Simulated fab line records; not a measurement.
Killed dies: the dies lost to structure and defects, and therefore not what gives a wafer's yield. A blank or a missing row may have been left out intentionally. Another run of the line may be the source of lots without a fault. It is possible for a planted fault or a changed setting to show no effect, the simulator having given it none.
What tool caused it? :: flow nandHarc :: Sampling: 6 lots, 18 wafers, 4 of 1302 route steps

## WHAT THE GAUGES READ, wafer by wafer
NHARC_THIN_TSV_CD_MEAS_33: target cd 5000 nm.
lot: L508
measured: day 24 15:51
on: cdSem-01
cdNm (nm): 5000.1 5000.1 4998.4

lot: L510
measured: day 24 19:38
on: cdSem-02
cdNm (nm): 4997.1 4997.0 5000.0

lot: L513
measured: day 26 11:02
on: cdSem-01
cdNm (nm): 5000.9 5000.7 5002.3

lot: L517
measured: day 27 21:58
on: cdSem-02
cdNm (nm): 5001.0 5000.6 5001.6

lot: L518
measured: day 28 12:23
on: cdSem-01
cdNm (nm): 4996.8 4999.5 4999.3

lot: L529
measured: day 33 07:47
on: cdSem-01
cdNm (nm): 5000.2 4999.3 4999.5

## WHICH TOOL RAN EACH LOT (tool, then ch and the chambers of the sampled wafers, then the start)
lot: L508
NHARC_A_BONDPAD_PVD_27: pvdSputter-03, day 23 16:45
NHARC_A_BONDPAD_ANNEAL_28: rtpAnneal-01 ch 0, day 23 17:20
NHARC_THIN_TSV_CMP_21: cmp-02 ch 1,2,3, day 24 14:15

lot: L510
NHARC_A_BONDPAD_PVD_27: pvdSputter-03, day 24 00:53
NHARC_A_BONDPAD_ANNEAL_28: rtpAnneal-01 ch 0, day 24 01:27
NHARC_THIN_TSV_CMP_21: cmp-01 ch 0,1, day 24 18:02

lot: L513
NHARC_A_BONDPAD_PVD_27: pvdSputter-02, day 25 13:02
NHARC_A_BONDPAD_ANNEAL_28: rtpAnneal-02 ch 0, day 25 13:40
NHARC_THIN_TSV_CMP_21: cmp-01 ch 1,2,3, day 26 09:29

lot: L517
NHARC_A_BONDPAD_PVD_27: pvdSputter-03, day 27 02:14
NHARC_A_BONDPAD_ANNEAL_28: rtpAnneal-01 ch 0, day 27 02:51
NHARC_THIN_TSV_CMP_21: cmp-02 ch 0,3, day 27 20:23

lot: L518
NHARC_A_BONDPAD_PVD_27: pvdSputter-03, day 27 15:52
NHARC_A_BONDPAD_ANNEAL_28: rtpAnneal-01 ch 0, day 27 16:29
NHARC_THIN_TSV_CMP_21: cmp-02 ch 0,2,3, day 28 10:50

lot: L529
NHARC_A_BONDPAD_PVD_27: pvdSputter-01, day 32 11:49
NHARC_A_BONDPAD_ANNEAL_28: rtpAnneal-01 ch 0, day 32 12:20
NHARC_THIN_TSV_CMP_21: cmp-01 ch 0,1,3, day 33 06:18
- NHARC_A_BONDPAD_PVD_27: deposits Cu, target thk 30 nm, time 20.49 s.
- NHARC_A_BONDPAD_ANNEAL_28: time 90 s.
- NHARC_THIN_TSV_CMP_21: polishes, t overpolish 30 s, target thk 2000 nm.

## THE ANSWER, worked out from the rows above alone
Rule: the usual values come from the lots themselves. The widest of any qualifying gaps counts: lots, ordered by their means at a reading, are off when they make up no more than a third of the lots, leave a main group of 4 or more, and stand apart from it by 3 or more times the standard deviation of that group's means. The tables above print the reading to a certain number of digits; a main group whose means all agree to those digits is not used. A lot without any number at a reading at which 4 lots or more have one is off too. All remaining lots with rows at the step are treated as sound.
Nothing can be told from this: no lot is off at any reading shown.

## WHAT WAS PUT IN BY THE SIMULATOR
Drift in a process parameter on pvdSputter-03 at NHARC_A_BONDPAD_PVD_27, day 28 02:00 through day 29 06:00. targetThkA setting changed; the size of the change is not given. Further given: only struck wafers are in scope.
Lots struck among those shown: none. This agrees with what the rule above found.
